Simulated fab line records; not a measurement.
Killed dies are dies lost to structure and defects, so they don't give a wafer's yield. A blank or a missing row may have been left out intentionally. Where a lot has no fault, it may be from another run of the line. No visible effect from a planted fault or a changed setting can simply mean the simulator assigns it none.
Matching of chambers / flow n5_finfet / N5_BEOL_M10_PECVD_70 on pecvd-04: 3 sister chambers
The step deposits SiO2 from TEOS/O2, target thk 20 nm, time 22.7 s. 6 wafers are shown with their chamber, then 9 later ones without.

## WAFERS WITH THEIR CHAMBER
wafer=L084.5; chamber=2; showerhead_plenum_p_Torr (Torr)=8.67; throttle_valve_pct (%)=23.4
wafer=L086.1; chamber=2; showerhead_plenum_p_Torr (Torr)=8.69; throttle_valve_pct (%)=23.1
wafer=L086.2; chamber=1; showerhead_plenum_p_Torr (Torr)=8.71; throttle_valve_pct (%)=21.7
wafer=L087.2; chamber=0; showerhead_plenum_p_Torr (Torr)=8.77; throttle_valve_pct (%)=23.2
wafer=L087.4; chamber=0; showerhead_plenum_p_Torr (Torr)=8.76; throttle_valve_pct (%)=23.0
wafer=L087.6; chamber=1; showerhead_plenum_p_Torr (Torr)=8.72; throttle_valve_pct (%)=22.0

## WAFERS WITHOUT THEIR CHAMBER
wafer=L088.1; showerhead_plenum_p_Torr (Torr)=8.72; throttle_valve_pct (%)=21.4
wafer=L088.5; showerhead_plenum_p_Torr (Torr)=8.63; throttle_valve_pct (%)=23.2
wafer=L088.6; showerhead_plenum_p_Torr (Torr)=8.75; throttle_valve_pct (%)=21.6
wafer=L096.1; showerhead_plenum_p_Torr (Torr)=8.66; throttle_valve_pct (%)=23.7
wafer=L096.4; showerhead_plenum_p_Torr (Torr)=8.72; throttle_valve_pct (%)=22.1
wafer=L096.5; showerhead_plenum_p_Torr (Torr)=8.67; throttle_valve_pct (%)=23.8
wafer=L097.1; showerhead_plenum_p_Torr (Torr)=8.67; throttle_valve_pct (%)=23.4
wafer=L097.4; showerhead_plenum_p_Torr (Torr)=8.66; throttle_valve_pct (%)=23.4
wafer=L097.6; showerhead_plenum_p_Torr (Torr)=8.72; throttle_valve_pct (%)=21.9

## CHAMBER TAKEN BY EACH
wafer=L088.1; from the rows above=1; in truth=1
wafer=L088.5; from the rows above=2; in truth=2
wafer=L088.6; from the rows above=1; in truth=1
wafer=L096.1; from the rows above=2; in truth=2
wafer=L096.4; from the rows above=1; in truth=1
wafer=L096.5; from the rows above=2; in truth=2
wafer=L097.1; from the rows above=2; in truth=2
wafer=L097.4; from the rows above=2; in truth=2
wafer=L097.6; from the rows above=1; in truth=1
Placed correctly: 9 of 9. Number that these rows cannot place: 0. Number placed wrongly: 0.
How it was worked out, from the rows above alone: a wafer's distance from a chamber is the root of the sum, over the readings, of the square of ((its reading less the chamber's mean) divided by the reading's scatter). If the next closest chamber is less than 2 further off than the closest, the wafer can't be placed; otherwise it belongs to the closest. Each chamber's mean is taken over the wafers shown for it. The scatter: the root of (the sum of the squares of (reading less its chamber's mean) over the shown wafers, divided by (wafers less chambers)).
